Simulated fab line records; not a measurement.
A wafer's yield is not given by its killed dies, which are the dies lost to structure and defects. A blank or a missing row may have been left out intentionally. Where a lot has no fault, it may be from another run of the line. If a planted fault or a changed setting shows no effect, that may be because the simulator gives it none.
Split-lot trial    flow n5Finfet    21 wafers read from 7 lots, route of 1938 steps

## SPLIT DETAILS
At N5_BEOL_M6_PECVD_70 (deposits SiO2 from TEOS/O2, target thk 20 nm, time 22.7 s), the setting timeS was moved away from the recipe's 22.7 s on 8 of the 21 wafers read, by -10.8% to +12.2%. This setting was run at the recipe's value on the other wafers.

## FROM THE SPLIT TO THE READING: what the file shows between them, 3 steps
- N5_BEOL_M6_HM_DEP_02: deposits TiN, target thk 20 nm
- N5_BEOL_M6_COAT_59: time 60 s, resist thk 100 nm
- N5_BEOL_M6_STRIP_80: strips in N2/H2, time 10 s

## THE READING
SiO2_of_BEOL_M6_PECVD_70.thkNm (the simulator's own value, which no gauge read), in nm, at N5_BEOL_M6_HM_STRIP_39 (strips TiN in peroxide tin strip, target depth 25 nm, time 158 s). The file does not state a usual value for it. Across the 13 wafers here that went through the recipe, the average is 19.7 nm and the standard deviation 0.29 nm.

wafer   tool, chamber at the split  timeS as run, s  against the recipe  SiO2_of_BEOL_M6_PECVD_70.thkNm, nm  against lot-mates on the recipe
L074.1  pecvd-01, 2                 20.28            -10.7%              17.2                                -2.4
L074.3  pecvd-01, 0                 20.28            -10.7%              17.4                                -2.2
L074.5  pecvd-01, 0                 22.7             recipe              19.6                                -
L075.2  pecvd-01, 0                 22.7             recipe              19.4                                -
L075.3  pecvd-01, 1                 22.7             recipe              19.6                                -
L075.5  pecvd-01, 1                 22.7             recipe              20.2                                -
L079.2  pecvd-03, 0                 25.24            +11.2%              21.8                                +2.2
L079.3  pecvd-03, 0                 25.24            +11.2%              22                                  +2.4
L079.4  pecvd-03, 1                 22.7             recipe              19.6                                -
L080.1  pecvd-04, 1                 22.7             recipe              19.8                                -
L080.6  pecvd-04, 1                 22.7             recipe              19.8                                -
L080.2  pecvd-04, 2                 20.61            -9.2%               18                                  -1.8
L083.1  pecvd-01, 1                 25.48            +12.2%              22                                  +2.0
L083.3  pecvd-01, 0                 22.7             recipe              19.8                                -
L083.6  pecvd-01, 1                 22.7             recipe              20.2                                -
L084.1  pecvd-03, 0,1               22.7             recipe              19.2                                -
L084.2  pecvd-03, 0,1               22.7             recipe              19.4                                -
L084.3  pecvd-03, 2                 22.7             recipe              19.4                                -
L096.1  pecvd-04, 0                 20.25            -10.8%              18                                  -1.8
L096.3  pecvd-04, 2                 22.7             recipe              19.8                                -
L096.4  pecvd-04, 0                 20.25            -10.8%              18.2                                -1.6
If several chambers appear in one row, that row covers several wafers at once and the file leaves open which wafer was in which chamber.

FIT RESULTS
A straight line over all 21 wafers: SiO2_of_BEOL_M6_PECVD_70.thkNm changes by +0.189 nm for each +1% of timeS; r = +0.97; the points scatter about the line by 0.31 nm.
The same after taking each lot's own level away (the mean of its wafers on the recipe; 21 wafers): +0.189 nm for each +1%; r = +0.98; scatter 0.24 nm.
On that fit, the largest move of timeS shifts the reading by 2.3 nm.
Measured against the standard deviation above, the lots' own levels, which go from 19.33 to 20.00 nm, span 2.3 times it.
Consequently the slope shifts little with the lot-to-lot level, the two slopes agreeing.
Check: with one of the wafers moved furthest among these (+12.2%) left out of the fit, the line predicts +2.41 nm for it against its lot-mates. It came out at +2 nm against them.

## OTHER SPLITS APPLIED TO THESE WAFERS
These wafers also went through other splits before the reading. Each is held against what the fit with the lots' levels taken away leaves over:
other split on the same wafers  wafers away from the commonest value  r with SiO2_of_BEOL_M6_PECVD_70.thkNm (lot level and that fit taken away)
N5_BEOL_M4_DESCUM_33 timeS      10                                    +0.07
N5_BEOL_M4_ETCH_70 timeS        6                                     -0.21
N5_BEOL_M5_COAT_74 spinRpm      9                                     -0.23
N5_BEOL_M5_COAT_22 spinRpm      5                                     -0.37

## THE WHOLE CHAIN: every reading that the file lists as answering this split, in the file's order
step                    what it does                                                      reading                                                                          change (the file's fit)                r (the file's)
N5_BEOL_M6_PECVD_70     deposits SiO2 from TEOS/O2, target thk 20 nm, time 22.7 s         SiO2_of_BEOL_M6_PECVD_70.thkNm (the simulator's own value, which no gauge read)  +0.18 nm for each +1% of the setting   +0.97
N5_BEOL_M6_HM_STRIP_39  strips TiN in peroxide tin strip, target depth 25 nm, time 158 s  SiO2_of_BEOL_M6_PECVD_70.thkNm (the simulator's own value, which no gauge read)  +0.186 nm for each +1% of the setting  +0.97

## THE FILE'S OWN FIT
SiO2_of_BEOL_M6_PECVD_70.thkNm changes by +0.186 nm for each +1% of timeS, r = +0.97.
